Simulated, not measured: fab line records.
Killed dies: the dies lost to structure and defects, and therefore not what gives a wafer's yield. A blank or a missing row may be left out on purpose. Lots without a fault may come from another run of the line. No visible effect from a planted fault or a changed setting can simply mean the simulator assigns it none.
Comparing a struck lot with a sound one + flow nand-harc + 14 steps out of a route of 1302
Sound: these wafers, L196.1, L196.3, L196.4. Struck: wafers L202.1, L202.6. (L202.4 of the same lot was not struck and is left out.) The cause comes at the end.
For every step that has rows: the tool of each side, followed by ch and its chambers, followed by its first start. Under that, the readings that differ: sound wafers + struck wafers + difference of the means + sigmas: that difference in standard deviations of wafers without a fault.
alike: a reading whose means differ by less than 2 such deviations, as well as words and numbers matching on both sides. not compared: withheld readings; readings where some wafer has no value; bounds like >300 that might hide an equal value; numbers whose values overlap and for which the record gives no deviation.
The two part at a step that has a row with sigmas, a row that says differs or no value, or rows on one side only. Non-overlapping numbers with no deviation appear without sigmas and do not part them. A reading that every wafer of one side lacks parts them only if that side has two wafers or more.

first, 5 steps without rows for these wafers: NHARC_P_GATE_SOFTBAKE_21 (time 55 s); NHARC_P_GATE_EBR_22; NHARC_P_GATE_EXPOSE_23 (exposes mask P GATE, target cd 120 nm); NHARC_P_GATE_PEB_24 (peb time 65 s); NHARC_P_GATE_DEVELOP_25 (develop time 35 s).
NHARC_P_GATE_CD_MEAS_26: target cd 120 nm.
  sound on cd-sem-02 ch 0, day 8 05:49; struck on cd-sem-02 ch 0, day 11 05:13
  alike: cd-nm
NHARC_P_GATE_OVL_MEAS_27:
  sound on overlay-01, day 8 05:55; struck on overlay-02, day 11 05:18
  alike: overlay-x-nm, overlay-y-nm
NHARC_P_GATE_INSPECT_28:
  sound on defect-inspect-02, day 8 05:57; struck on defect-inspect-01, day 11 05:20
  alike: raw-defect-count
NHARC_P_GATE_DESCUM_31: chemistry O2, time 3 s.
  sound on rie-diel-01 ch 0,1,2, day 8 06:01; struck on rie-diel-11 ch 1,2, day 11 05:24
  alike: drypump-motor-current-A, oes-product-au, rf-vpp-V, showerhead-plenum-p-Torr, throttle-valve-pct
  not compared: rf-hours-counter-h
NHARC_P_GATE_ETCH_104: etches the open film in CF4/CHF3, target depth 60 nm.
  sound on rie-diel-01 ch 0,1,3, day 8 06:06; struck on rie-diel-11 ch 3, day 11 05:29
| reading                         | sound             | struck      | difference | sigmas |
|---------------------------------|-------------------|-------------|------------|--------|
| rf-vpp-V (V)                    | 374.4 373.0 372.9 | 369.5 368.3 | -4.5       | -2     |
| showerhead-plenum-p-Torr (Torr) | 1.67 1.66 1.66    | 1.52 1.52   | -0.14      | -2     |
  alike: bias-w, drypump-motor-current-A, oes-product-au, throttle-valve-pct
NHARC_P_GATE_HM_OPEN_105: chemistry O2/COS, target depth 360 nm.
  sound: rie-diel-01 ch 0,2,3; struck: rie-diel-11 ch 2
| reading    | sound             | struck      | difference | sigmas |
|------------|-------------------|-------------|------------|--------|
| bias-w (W) | 299.9 300.6 301.7 | 298.8 298.1 | -2.3       | -2     |
  alike: drypump-motor-current-A, oes-product-au, rf-vpp-V, showerhead-plenum-p-Torr, throttle-valve-pct
  not compared: rf-hours-counter-h
then, 1 step without rows for these wafers: NHARC_P_GATE_STRIP_106 (strips in O2/COS).
NHARC_P_GATE_ETCH_114: etches the open film in CF4/O2, target depth 30 nm, overetch 3 nm, time 16.5 s.
  sound on rie-diel-01 ch 0,1,3, day 8 06:00; struck on rie-diel-11 ch 0, day 11 05:00
| reading               | sound             | struck      | difference | sigmas |
|-----------------------|-------------------|-------------|------------|--------|
| oes-product-au (a.u.) | 0.994 0.986 1.003 | 0.921 0.923 | -0.072     | -10    |
  alike: bias-w, drypump-motor-current-A, oes_f_703_au, oes_o_777_au, rf-vpp-V, showerhead-plenum-p-Torr, throttle-valve-pct
  not compared: rf-hours-counter-h
NHARC_P_GATE_ETCH_32: etches the open film in HBr/Cl2, target depth 150 nm, time 100.1 s.
  sound on rie-si-06 ch 1,2, day 8 06:28; struck on rie-si-05 ch 1,3, day 11 05:52
| reading                     | sound       | struck  | difference | sigmas |
|-----------------------------|-------------|---------|------------|--------|
| drypump-motor-current-A (A) | 6.1 6.1 6.2 | 5.4 5.0 | -0.9       | -2     |
  alike: bias-w, oes-product-au, throttle-valve-pct
  not compared: rf-hours-counter-h

== WHERE THEY PART ==
Earliest at NHARC_P_GATE_ETCH_104; latest, in this record, at NHARC_P_GATE_ETCH_32.

WHY: what had been put in by the simulator
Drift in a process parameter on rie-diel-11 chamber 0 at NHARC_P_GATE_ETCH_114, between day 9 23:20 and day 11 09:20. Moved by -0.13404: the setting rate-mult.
